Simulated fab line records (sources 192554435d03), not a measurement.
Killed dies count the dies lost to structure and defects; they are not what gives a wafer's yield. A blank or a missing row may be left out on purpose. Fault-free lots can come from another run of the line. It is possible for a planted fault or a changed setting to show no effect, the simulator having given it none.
Matching of chambers :: flow n5-finfet :: rie-diel-02 running N5_BEOL_M8_DESCUM_33: 4 sister chambers
The step chemistry O2, time 7 s. 8 wafers are shown with their chamber, then 9 later ones without.

== WAFERS, EACH WITH ITS CHAMBER ==
wafer: L080.6
chamber: 3
showerhead-plenum-p-Torr (Torr): 2.19
throttle-valve-pct (%): 20.64

wafer: L085.1
chamber: 0
showerhead-plenum-p-Torr (Torr): 2.06
throttle-valve-pct (%): 20.53

wafer: L085.6
chamber: 1
showerhead-plenum-p-Torr (Torr): 2.03
throttle-valve-pct (%): 20.41

wafer: L083.3
chamber: 3
showerhead-plenum-p-Torr (Torr): 2.19
throttle-valve-pct (%): 20.64

wafer: L083.4
chamber: 0
showerhead-plenum-p-Torr (Torr): 2.06
throttle-valve-pct (%): 20.52

wafer: L087.3
chamber: 2
showerhead-plenum-p-Torr (Torr): 2.03
throttle-valve-pct (%): 20.66

wafer: L087.4
chamber: 1
showerhead-plenum-p-Torr (Torr): 2.02
throttle-valve-pct (%): 20.42

wafer: L087.5
chamber: 2
showerhead-plenum-p-Torr (Torr): 2.03
throttle-valve-pct (%): 20.67

== WAFERS WHOSE CHAMBER IS MISSING ==
wafer: L089.2
showerhead-plenum-p-Torr (Torr): 2.06
throttle-valve-pct (%): 20.55

wafer: L089.3
showerhead-plenum-p-Torr (Torr): 2.03
throttle-valve-pct (%): 20.67

wafer: L089.5
showerhead-plenum-p-Torr (Torr): 2.03
throttle-valve-pct (%): 20.68

wafer: L090.3
showerhead-plenum-p-Torr (Torr): 2.02
throttle-valve-pct (%): 20.44

wafer: L090.4
showerhead-plenum-p-Torr (Torr): 2.18
throttle-valve-pct (%): 20.67

wafer: L090.5
showerhead-plenum-p-Torr (Torr): 2.18
throttle-valve-pct (%): 20.65

wafer: L092.1
showerhead-plenum-p-Torr (Torr): 2.03
throttle-valve-pct (%): 20.67

wafer: L092.2
showerhead-plenum-p-Torr (Torr): 2.06
throttle-valve-pct (%): 20.56

wafer: L092.3
showerhead-plenum-p-Torr (Torr): 2.18
throttle-valve-pct (%): 20.66

== THE CHAMBER EACH PASSED THROUGH ==
wafer: L089.2
from the rows above: 0
in truth: 0

wafer: L089.3
from the rows above: 2
in truth: 2

wafer: L089.5
from the rows above: 2
in truth: 2

wafer: L090.3
from the rows above: 1
in truth: 1

wafer: L090.4
from the rows above: 3
in truth: 3

wafer: L090.5
from the rows above: 3
in truth: 3

wafer: L092.1
from the rows above: 2
in truth: 2

wafer: L092.2
from the rows above: 0
in truth: 0

wafer: L092.3
from the rows above: 3
in truth: 3
Correct placement for 9 of the 9. Number that these rows cannot place: 0. Number placed wrongly: 0.
How it was worked out, from the rows above alone: a wafer's distance from a chamber is the root of the sum, over the readings, of the square of ((its reading less the chamber's mean) divided by the reading's scatter). The wafer belongs to the nearest chamber; if the next one is less than 2 further off, it can't be placed. A chamber's mean is the mean of its shown wafers. The scatter: take each reading less its chamber's mean, square it, sum over the shown wafers, divide by the number of wafers less the number of chambers, and take the root.
